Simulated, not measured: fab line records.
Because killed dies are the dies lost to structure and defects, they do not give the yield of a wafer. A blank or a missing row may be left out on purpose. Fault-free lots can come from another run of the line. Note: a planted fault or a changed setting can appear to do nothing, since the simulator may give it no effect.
fab line records ; flow n5Finfet
record lots=7; wafers=19; lastDay=18
route steps=1938 shown BEOL_M0_SAQP@642 BEOL_M4@1111 PASSIVATION@1936
lots that met no fault: taken from a fault-free run of the same line
startH: start of the lot's first displayed wafer, in hours after the record's first day ; waitH: hours elapsed since this lot's preceding step ; " unchanged from the row above ; L1.1+2: several wafers, shown together as one row ; - either no value or no given start ; * or withheld: withheld ; < > ~ a bound
route shown NAME@n: names a module that has steps shown in the file, with the first one's number in the route ; usual: mean/standard deviation of fault-free wafers ; same: alike in all rows ; chamber/n: place in a boat ; sites: readings site by site ; _std_site: how widely they spread, as a standard deviation ; _edge_site: mean of outer sites minus mean of inner sites ; radiusMm: for every site, how far away it sits from the centre of the wafer ; mask NAME#n: copy n ; behind: the last tool/chamber to shape the wafer ; hold: reason for holding the lot/hours on hold/outcome of the hold ; device: transistor that didn't switch, given as n, p or np ; end of line: tests run on the same wafers once the route is complete ; where a step has no rows: the recipe by itself ; killed: the dies lost at the first sort to structure and to defects; this is not the yield of the wafer ; map: a wafer's dies, marking killed ones x, the rest . and places with no die _
set.NAME: setting as actually run; set.NAME@STEP: the setting as run at that earlier step ; model.NAME: the simulator's own value behind a step, which no gauge read
certain route steps with their lots: each step a table, each wafer a row
services: the hour from which a tool's chamber was out of use, counted from the record's first day as startH (under 0 if before that day), plus the number of hours and why
## steps
# step N5_BEOL_M0_SAQP_COAT_82
# recipe resist=SiARC; tempC=220; timeS=60; spinRpm=1500; resistThkNm=30
# step N5_BEOL_M0_SAQP_COAT_08
# recipe resist=CAR-ArF; spinRpm=1500; resistThkNm=90
# step N5_BEOL_M0_SAQP_EBR_10
# recipe solvent=PGMEA; ebrWidthMm=1.5
# step N5_BEOL_M0_SAQP_SOFTBAKE_09
# recipe tempC=110; timeS=60; resist=CAR-ArF
# step N5_BEOL_M0_SAQP_EXPOSE_11
# recipe maskId=M0_CORE; na=1.35; sourceShape=dipole; sigmaInner=0.538; sigmaOuter=0.738; polarization=te; targetCdNm=42; doseMj=55
# step N5_BEOL_M0_SAQP_PEB_12
# recipe pebTempC=withheld; pebTimeS=60; resist=CAR-ArF
# step N5_BEOL_M0_SAQP_DEVELOP_13
# recipe developTimeS=30; developer=TMAH; resist=CAR-ArF; devTempC=23; rinseLiquid=diw; dry=airSpin
# step N5_BEOL_M0_SAQP_CD_MEAS_14
# recipe targetCdNm=42.5; landingEnergyEv=500; detector=seInlens
# usual cdNm=42.4/0.36
lot.wafer;tool;chamber;startH;waitH;cdNm
L367.2;cdSem-03;0;131.36;-;42.2
L367.3;cdSem-03;0;131.36;-;42.9
L367.5;cdSem-03;0;131.36;-;42.8
L369.2;cdSem-03;0;148.07;-;42.5
L369.5;cdSem-03;0;148.07;-;42.6
L369.6;cdSem-03;0;148.07;-;42.2
L371.2;cdSem-02;0;154.47;-;42.2
L371.3;cdSem-02;0;154.47;-;42.0
L371.4;cdSem-02;0;154.47;-;42.2
L378.4;cdSem-01;0;200.65;-;42.7
L378.6;cdSem-01;0;200.65;-;42.7
L382.3;cdSem-03;0;221.90;-;42.4
L382.6;cdSem-03;0;221.90;-;42.2
L384.2;cdSem-01;0;229.90;-;42.7
L384.3;cdSem-01;0;229.90;-;42.7
L384.6;cdSem-01;0;229.90;-;42.7
L385.1;cdSem-02;0;241.28;-;42.4
L385.3;cdSem-02;0;241.28;-;42.9
L385.5;cdSem-02;0;241.28;-;42.0
# step N5_BEOL_M0_SAQP_OVL_MEAS_15
# recipe pointsPerWafer=44
# usual M0_CORE_OVL=0.7/0.81
lot.wafer;tool;chamber;startH;waitH;M0_CORE_OVL[nm]
L367.2;overlay-01;0;131.39;0.0;0.9
L367.3;overlay-01;0;131.39;0.0;0.4
L367.5;overlay-01;0;131.39;0.0;0.1
L369.2;overlay-02;0;148.10;0.0;0.5
L369.5;overlay-02;0;148.10;0.0;0.5
L369.6;overlay-02;0;148.10;0.0;1.3
L371.2;overlay-01;0;154.50;0.0;1.3
L371.3;overlay-01;0;154.50;0.0;1.1
L371.4;overlay-01;0;154.50;0.0;-0.1
L378.4;overlay-02;0;200.67;0.0;-0.4
L378.6;overlay-02;0;200.67;0.0;-0.6
L382.3;overlay-02;0;221.93;0.0;2.5
L382.6;overlay-02;0;221.93;0.0;2.8
L384.2;overlay-01;0;229.93;0.0;-0.7
L384.3;overlay-01;0;229.93;0.0;0.4
L384.6;overlay-01;0;229.93;0.0;-0.1
L385.1;overlay-02;0;241.31;0.0;0.8
L385.3;overlay-02;0;241.31;0.0;1.1
L385.5;overlay-02;0;241.31;0.0;0.3
# step N5_BEOL_M0_SAQP_INSPECT_16
# recipe mode=adi; inspectInstrument=brightfield
# usual rawDefectCount=443/120
lot.wafer;tool;chamber;startH;waitH;rawDefectCount
L367.2;defectInspect-01;-;131.41;0.0;469
L367.3;defectInspect-01;-;131.41;0.0;568
L367.5;defectInspect-01;-;131.41;0.0;302
L369.2;defectInspect-02;-;148.12;0.0;261
L369.5;defectInspect-02;-;148.12;0.0;315
L369.6;defectInspect-02;-;148.12;0.0;231
L371.2;defectInspect-02;-;154.53;0.0;343
L371.3;defectInspect-02;-;154.53;0.0;285
L371.4;defectInspect-02;-;154.53;0.0;486
L378.4;defectInspect-02;-;200.70;0.0;532
L378.6;defectInspect-02;-;200.70;0.0;294
L382.3;defectInspect-01;-;221.95;0.0;495
L382.6;defectInspect-01;-;221.95;0.0;558
L384.2;defectInspect-01;-;229.95;0.0;388
L384.3;defectInspect-01;-;229.95;0.0;576
L384.6;defectInspect-01;-;229.95;0.0;510
L385.1;defectInspect-01;-;241.34;0.0;359
L385.3;defectInspect-01;-;241.34;0.0;421
L385.5;defectInspect-01;-;241.34;0.0;267
# step N5_BEOL_M0_SAQP_DESCUM_19
# recipe chemistry=O2; timeS=7.9; sourcePowerW=50; biasPowerW=20; pressureMtorr=20; rfFrequencyHz=2.712e+07; tempC=40; resist=CAR-ArF; o2FlowSccm=225
# usual drypumpMotorCurrentA=5.9/0.37; oesProductAu=0.75/0.067; rfVppV=243.4/1.4; showerheadPlenumPTorr=2.11/0.058; throttleValvePct=20.50/0.25
lot.wafer;tool;chamber;startH;waitH;drypumpMotorCurrentA;oesProductAu;rfHoursCounterH;rfVppV;showerheadPlenumPTorr;throttleValvePct
L367.2;rieDiel-03;3;131.65;0.2;6.3;0.68;252;244.2;2.15;20.40
L367.3;rieDiel-03;0;131.65;0.2;6.2;0.69;216;243.5;2.17;20.88
L367.5;rieDiel-03;3;131.65;0.2;6.3;0.69;-;243.9;2.15;20.39
L369.2;rieDiel-03;0;148.22;0.1;6.2;0.69;223;242.7;2.17;20.89
L369.5;rieDiel-03;3;148.22;0.1;6.3;0.68;-;245.3;2.15;20.41
L369.6;rieDiel-03;0;148.22;0.1;6.2;0.70;-;244.1;2.17;20.87
L371.2;rieDiel-03;1;154.68;0.2;5.7;0.71;189;243.9;2.15;20.42
L371.3;rieDiel-03;0;154.68;0.2;6.2;0.70;224;244.4;2.17;20.89
L371.4;rieDiel-03;1;154.68;0.2;5.8;0.70;-;243.7;2.15;20.43
L378.4;rieDiel-03;1;200.85;0.2;5.7;0.69;207;244.1;2.15;20.46
L378.6;rieDiel-03;1;200.85;0.2;5.7;0.69;-;243.6;2.15;20.45
L382.3;rieDiel-03;3;221.98;0.0;6.3;0.92;11;243.7;2.14;19.99
L382.6;rieDiel-03;2;221.98;0.0;5.7;0.81;-;243.1;2.04;20.34
L384.2;rieDiel-03;1;230.25;0.3;5.7;0.69;215;243.0;2.14;20.47
L384.3;rieDiel-03;3;230.25;0.3;6.3;0.92;14;244.2;2.14;20.02
L384.6;rieDiel-03;1;230.25;0.3;5.8;0.68;-;245.0;2.14;20.46
L385.1;rieDiel-04;3;241.37;0.0;5.3;0.73;206;244.7;2.16;20.77
L385.3;rieDiel-04;0;241.37;0.0;6.1;0.83;85;242.4;2.12;20.03
L385.5;rieDiel-04;0;241.37;0.0;6.1;0.83;-;243.9;2.12;20.04
# step N5_BEOL_M0_SAQP_ETCH_83
# recipe chemistry=CF4; target=SiARC; targetDepthA=390; maskMaterial=CAR-ArF; timeS=65; ionEnergyEv=80; pressureMtorr=40; sourceW=545; biasW=36; Ar_flow_sccm=100; cf4FlowSccm=100; ends=cleared
# usual drypumpMotorCurrentA=5.9/0.38; etchRfOnTimeS=66.1/2; oesProductAu=0.64/0.059; rfVppV=184.4/1; showerheadPlenumPTorr=2.16/0.057; throttleValvePct=15.69/0.26
lot.wafer;tool;chamber;startH;waitH;drypumpMotorCurrentA;etchRfOnTimeS;oesProductAu;rfHoursCounterH;rfVppV;showerheadPlenumPTorr;throttleValvePct
L367.2;rieDiel-03;3;131.69;0.0;6.3;68.0;0.58;252;185.0;2.19;15.60
L367.3;rieDiel-03;0;131.69;0.0;6.2;66.5;0.60;216;186.1;2.20;15.92
L367.5;rieDiel-03;3;131.69;0.0;6.3;68.3;0.57;-;185.5;2.19;15.58
L369.2;rieDiel-03;0;148.26;0.0;6.2;65.7;0.60;223;185.9;2.20;15.94
L369.5;rieDiel-03;3;148.26;0.0;6.3;68.0;0.58;-;185.9;2.18;15.62
L369.6;rieDiel-03;0;148.26;0.0;6.2;65.6;0.60;-;183.0;2.20;15.93
L371.2;rieDiel-03;1;154.72;0.0;5.7;67.7;0.59;189;185.2;2.22;15.80
L371.3;rieDiel-03;0;154.72;0.0;6.2;66.1;0.60;224;183.4;2.19;15.94
L371.4;rieDiel-03;1;154.72;0.0;5.7;68.2;0.59;-;185.1;2.22;15.79
L378.4;rieDiel-03;1;200.89;0.0;5.7;68.6;0.58;207;183.8;2.21;15.82
L378.6;rieDiel-03;1;200.89;0.0;5.7;68.6;0.58;-;184.8;2.21;15.85
L382.3;rieDiel-03;3;222.02;0.0;6.3;68.1;0.78;11;184.6;2.18;15.10
L382.6;rieDiel-03;2;222.02;0.0;5.7;62.9;0.70;-;182.5;2.09;15.46
L384.2;rieDiel-03;1;230.28;0.0;5.7;69.0;0.58;215;184.6;2.21;15.85
L384.3;rieDiel-03;3;230.28;0.0;6.3;68.2;0.78;14;185.1;2.18;15.12
L384.6;rieDiel-03;1;230.28;0.0;5.7;69.4;0.57;-;185.4;2.21;15.86
L385.1;rieDiel-04;3;241.41;0.0;5.3;66.1;0.62;206;186.0;2.20;15.95
L385.3;rieDiel-04;0;241.41;0.0;6.1;67.9;0.70;85;184.2;2.16;15.21
L385.5;rieDiel-04;0;241.41;0.0;6.1;68.1;0.70;-;185.4;2.16;15.20
# step N5_BEOL_M0_SAQP_ETCH_84
# recipe chemistry=N2/H2; target=SOC; targetDepthA=1000; overetchA=200; maskMaterial=SiARC; tempC=40; timeS=150; ionEnergyEv=200; pressureMtorr=30; sourceW=840; biasW=150; n2FlowSccm=200; h2FlowSccm=200
# usual drypumpMotorCurrentA=5.9/0.38; h2FlowSccm=200.0/0.65; oesProductAu=0.68/0.059; rfVppV=524.5/2.2; runLengthS=173.5/0.42; showerheadPlenumPTorr=2.57/0.074; throttleValvePct=17.91/0.27
lot.wafer;tool;chamber;startH;waitH;drypumpMotorCurrentA;h2FlowSccm;oesProductAu;rfHoursCounterH;rfVppV;runLengthS;showerheadPlenumPTorr;throttleValvePct;model.SiARC_of_BEOL_M0_SAQP_COAT_82.thkNm
L367.2;rieDiel-03;3;131.74;0.0;6.3;199.5;0.63;252;525.4;173.7;2.61;17.78;24.6
L367.3;rieDiel-03;0;131.74;0.0;6.2;199.8;0.64;216;525.9;173.3;2.63;18.21;24.4
L367.5;rieDiel-03;3;131.74;0.0;6.3;199.5;0.62;-;525.6;173.1;2.61;17.78;24.6
L369.2;rieDiel-03;0;148.31;0.0;6.2;199.3;0.63;223;527.1;173.6;2.62;18.22;24.4
L369.5;rieDiel-03;3;148.31;0.0;6.3;200.3;0.62;-;524.1;172.9;2.61;17.80;24.6
L369.6;rieDiel-03;0;148.31;0.0;6.2;200.2;0.63;-;526.4;173.3;2.62;18.21;24.4
L371.2;rieDiel-03;1;154.77;0.0;5.7;199.3;0.63;189;527.5;173.9;2.64;18.00;24.8
L371.3;rieDiel-03;0;154.77;0.0;6.2;200.3;0.63;225;526.7;173.3;2.62;18.21;24.4
L371.4;rieDiel-03;1;154.77;0.0;5.7;200.6;0.64;-;525.8;174.5;2.64;18.01;24.8
L378.4;rieDiel-03;1;200.94;0.0;5.8;200.2;0.63;207;527.0;173.9;2.64;18.04;24.8
L378.6;rieDiel-03;1;200.94;0.0;5.7;200.1;0.56;-;526.3;209.3;2.64;18.01;23.4
L382.3;rieDiel-03;3;222.07;0.0;6.3;200.5;0.75;11;525.6;208.5;2.60;17.34;23.2
L382.6;rieDiel-03;2;222.07;0.0;5.7;199.1;0.65;-;521.9;209.3;2.46;17.56;22.6
L384.2;rieDiel-03;1;230.33;0.0;5.7;199.4;0.62;215;525.4;173.8;2.63;18.06;24.8
L384.3;rieDiel-03;3;230.33;0.0;6.4;200.3;0.74;14;525.4;208.2;2.60;17.35;23.4
L384.6;rieDiel-03;1;230.33;0.0;5.8;199.4;0.55;-;526.1;208.7;2.63;18.05;23.6
L385.1;rieDiel-04;3;241.46;0.0;5.3;199.7;0.65;206;526.2;174.0;2.63;18.21;24.6
L385.3;rieDiel-04;0;241.46;0.0;6.1;200.2;0.76;85;524.9;173.1;2.58;17.52;24.4
L385.5;rieDiel-04;0;241.46;0.0;6.1;201.0;0.75;-;526.0;173.2;2.58;17.51;24.4
# step N5_BEOL_M0_SAQP_STRIP_80
# recipe chemistry=N2/H2; tempC=40; n2FlowSccm=200; h2FlowSccm=200; rfFrequencyHz=6e+07
# step N5_BEOL_M0_SAQP_HM_OPEN_112
# recipe chemistry=CHF3/O2; target=SiO2; stopOn=a-Si; targetDepthA=120; overEtchFrac=1.25; maskMaterial=SOC; timeS=13.5; pressureMtorr=30; sourceW=650; biasW=170; Ar_flow_sccm=200; CHF3_flow_sccm=50; O2_flow_sccm=5; ionEnergyEv=200; ends=endPoint
# usual drypumpMotorCurrentA=5.9/0.38; oesProductAu=0.49/0.043; rfVppV=523/7.5; showerheadPlenumPTorr=2.44/0.065; throttleValvePct=18.92/0.26
lot.wafer;tool;chamber;startH;waitH;drypumpMotorCurrentA;oesProductAu;rfHoursCounterH;rfVppV;showerheadPlenumPTorr;throttleValvePct;model.etch.depthNm;model.SiARC_of_BEOL_M0_SAQP_COAT_82.thkNm
L367.2;rieDiel-03;3;131.84;0.0;6.3;0.45;252;527;2.46;18.77;11.58;6.2
L367.3;rieDiel-03;0;131.84;0.0;6.2;0.46;216;533;2.48;19.19;11.75;5.4
L367.5;rieDiel-03;3;131.84;0.0;6.3;0.44;-;525;2.46;18.79;11.65;6.2
L369.2;rieDiel-03;0;148.42;0.0;6.2;0.46;223;530;2.48;19.19;12.11;5.4
L369.5;rieDiel-03;3;148.42;0.0;6.3;0.45;-;526;2.46;18.77;12.17;6.2
L369.6;rieDiel-03;0;148.42;0.0;6.2;0.47;-;531;2.48;19.18;12.34;5.4
L371.2;rieDiel-03;1;154.87;0.0;5.7;0.46;189;516;2.49;18.93;11.8;6.6
L371.3;rieDiel-03;0;154.87;0.0;6.2;0.45;225;530;2.48;19.18;11.55;5.6
L371.4;rieDiel-03;1;154.87;0.0;5.7;0.46;-;517;2.49;18.94;12.06;6.4
L378.4;rieDiel-03;1;201.05;0.0;5.7;0.46;207;517;2.48;18.96;11.98;6.6
L378.6;rieDiel-03;1;201.05;0.0;5.7;0.43;-;517;2.48;18.95;10.35;5.2
L382.3;rieDiel-03;3;222.18;0.0;6.4;0.58;11;525;2.45;18.34;10.46;4.6
L382.6;rieDiel-03;2;222.18;0.0;5.7;0.49;-;523;2.36;18.75;10.25;2.8
L384.2;rieDiel-03;1;230.44;0.0;5.7;0.45;216;516;2.48;18.98;11.75;6.4
L384.3;rieDiel-03;3;230.44;0.0;6.3;0.57;14;525;2.45;18.33;10.21;4.4
L384.6;rieDiel-03;1;230.44;0.0;5.7;0.43;-;515;2.48;18.96;10.35;5.2
L385.1;rieDiel-04;3;241.56;0.0;5.3;0.48;206;523;2.48;19.18;12.1;5.8
L385.3;rieDiel-04;0;241.56;0.0;6.1;0.54;85;537;2.43;18.38;11.73;5.6
L385.5;rieDiel-04;0;241.56;0.0;6.1;0.55;-;538;2.43;18.38;12.14;5.8
# step N5_BEOL_M0_SAQP_STRIP_113
# recipe chemistry=CHF3/O2; resist=SiARC; rfFrequencyHz=6e+07
# step N5_BEOL_M4_RC_MEAS_101
# usual DIBL_N=36.3/1.8; DIBL_P=36.5/2.1; IOFF_N=0.16/0.031; IOFF_P=0.22/0.038; ION_N=677/12; ION_P=466/7.8; SS_N=71.5/0.61; SS_P=73.2/0.7; VT_N=249/3; VT_P=-248.9/3
lot.wafer;tool;chamber;startH;waitH;DIBL_N[mV/V];DIBL_P[mV/V];IOFF_N[nA/um];IOFF_P[nA/um];ION_N[uA/um];ION_P[uA/um];SS_N[mV/dec];SS_P[mV/dec];VT_N[mV];VT_P[mV]
L367.2;prober-02;0;207.22;0.2;35.4;34.5;0.15;0.20;692;476;70.6;73.4;250;-248.2
L367.3;prober-02;0;207.22;0.2;36.9;36.3;0.17;0.23;693;473;71.0;72.9;249;-246.7
L367.5;prober-02;0;207.22;0.2;36.6;36.1;0.16;0.22;697;473;71.6;73.3;251;-246.8
L371.2;prober-02;0;226.26;0.2;36.9;37.8;0.15;0.19;671;463;71.3;73.4;252;-254.9
L371.3;prober-02;0;226.26;0.2;36.9;37.2;0.15;0.20;669;459;71.2;73.2;252;-253.2
L371.4;prober-02;0;226.26;0.2;36.4;36.7;0.15;0.18;677;463;70.9;73.2;249;-254.6
L369.2;prober-01;0;229.85;0.2;37.1;36.9;0.16;0.22;669;460;72.0;73.5;251;-249.3
L369.5;prober-01;0;229.85;0.2;34.6;33.6;0.13;0.17;677;467;71.5;72.5;252;-251.9
L369.6;prober-01;0;229.85;0.2;38.5;37.9;0.19;0.25;669;463;72.2;73.8;246;-248.2
L378.4;prober-02;0;278.60;0.5;37.5;38.9;0.21;0.26;696;470;72.0;73.1;246;-246.3
L378.6;prober-02;0;278.60;0.5;34.1;35.0;0.15;0.20;684;466;71.0;72.6;247;-251.3
L382.3;prober-01;0;284.62;0.3;35.2;34.1;0.13;0.16;652;453;71.4;72.8;254;-252.9
L382.6;prober-01;0;284.62;0.3;35.4;34.5;0.12;0.17;648;450;72.2;73.5;254;-254.7
L384.2;prober-02;0;307.84;0.2;33.4;33.2;0.12;0.16;657;459;70.7;71.8;253;-252.4
L384.3;prober-02;0;307.84;0.2;34.7;35.0;0.13;0.19;671;462;71.4;72.5;254;-249.9
L384.6;prober-02;0;307.84;0.2;34.0;34.9;0.13;0.19;680;471;70.4;73.4;251;-250.9
L385.1;prober-01;0;316.30;0.0;35.0;35.3;0.14;0.22;685;479;71.6;73.0;251;-248.2
L385.3;prober-01;0;316.30;0.0;36.7;37.8;0.17;0.25;675;471;71.2;73.9;249;-245.9
L385.5;prober-01;0;316.30;0.0;34.5;35.2;0.14;0.21;689;477;71.6;72.5;250;-250.0
# step N5_PASSIVATION_PROBE_49
# usual defectLimitedYield=91.2/1.5; killed_at_M0_to_M3=33/9.6; killed_at_M4_up=14/5.6; killedAtContacts=14/5.5; killedAtFrontEnd=40/13; killedAtOther=4/3; killedDies=104/17; killedOpen=68/13; killedShort=33/7.2; sort_bin_5_function=5.2/0.95; sort_bin_6_memory=3.3/0.62; sortNPass=1076/17; sortYieldPct=91.2/1.5
# same grossDies=1180; killedAtBackSide=0; sort_bin_4_leakage[%]=0; sort_bin_8_speed[%]=0
lot.wafer;tool;chamber;startH;waitH;defectLimitedYield[%];killed_at_M0_to_M3;killed_at_M4_up;killedAtContacts;killedAtFrontEnd;killedAtOther;killedDies;killedOpen;killedShort;sort_bin_5_function[%];sort_bin_6_memory[%];sortNPass;sortYieldPct[%]
L369.2;prober-02;-;337.09;0.1;89.7;28;28;13;41;11;121;71;44;5.7;4.2;1059;89.7
L369.5;prober-02;-;337.24;0.2;91.3;41;12;8;41;1;103;58;43;4.7;3.8;1077;91.3
L369.6;prober-02;-;337.29;0.3;88.7;42;17;10;60;4;133;89;38;6.9;3.3;1047;88.7
# killed by level:class
L369.2 BEOL_M4:geometricParticle:open=12 BEOL_M2:geometricParticle:open=11 MOL_CONTACT_COAG:geometricParticle:open=10 FIN_SAQP:geometricParticle:open=8 FIN_SAQP:geometricParticle:short=7 BEOL_M2:geometricParticle:short=6 BEOL_M8:geometricParticle:open=4 BEOL_M1:geometricParticle:open=4
L369.5 BEOL_M2:geometricParticle:open=12 FIN_SAQP:geometricParticle:short=11 BEOL_M0_SAQP:geometricParticle:short=9 GATE_CUT:geometricParticle:short=6 GATE_CUT:geometricParticle:open=6 MOL_CONTACT_COAG:geometricParticle:open=6 BEOL_M0_SAQP:geometricParticle:open=6 BEOL_M4:geometricParticle:open=6
L369.6 FIN_SAQP:geometricParticle:open=14 BEOL_M2:geometricParticle:open=12 BEOL_M4:geometricParticle:open=10 MOL_CONTACT_COAG:geometricParticle:open=9 BEOL_M0_SAQP:geometricParticle:short=8 GATE_CUT:geometricParticle:short=6 BEOL_M0_SAQP:geometricParticle:open=6 STARTING-WAFER:geometricParticle:open=6
## services
tool;chamber;startH;hours;kind
rieDiel-04;-;122.71;2.8;pm
rieDiel-03;3;166.76;-;clean
rieDiel-03;3;166.76;-;consumableReplace:focusRing
rieDiel-03;3;166.76;20.0;scheduledDown
rieDiel-03;3;166.76;20.0;ventCycle
rieDiel-03;0;224.48;-;clean
rieDiel-03;0;224.48;-;consumableReplace:focusRing
rieDiel-03;0;224.48;20.7;scheduledDown
rieDiel-03;0;224.48;20.7;ventCycle
rieDiel-04;2;234.06;-;clean
rieDiel-04;2;234.06;-;consumableReplace:focusRing
rieDiel-04;2;234.06;14.5;scheduledDown
rieDiel-04;2;234.06;14.5;ventCycle
## key
firstSign step=N5_BEOL_M0_SAQP_ETCH_84; reading=runLengthS; direction=up; sigmas=85; usual=*; struck=*
effect none on later readings
modelEffect step=N5_BEOL_M0_SAQP_ETCH_84; value=SiARC_of_BEOL_M0_SAQP_COAT_82.thkNm; without=24.48; struck=23.24
modelEffect step=N5_BEOL_M0_SAQP_HM_OPEN_112; value=etch.depthNm; without=11.84; struck=10.33
metAt N5_BEOL_M0_SAQP_ETCH_84
struckWafers L378.6,L382.3,L382.6,L384.3,L384.6
onsetBetween 154.77 200.94
fault kind=processParameterDrift; tool=rieDiel-03; chamber=-; onsetH=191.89; steps=N5_BEOL_M0_SAQP_ETCH_84; channel=timeS; offset=*; shape=step; endH=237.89; scope=struckWafersOnly; actsIn=*; stated=*
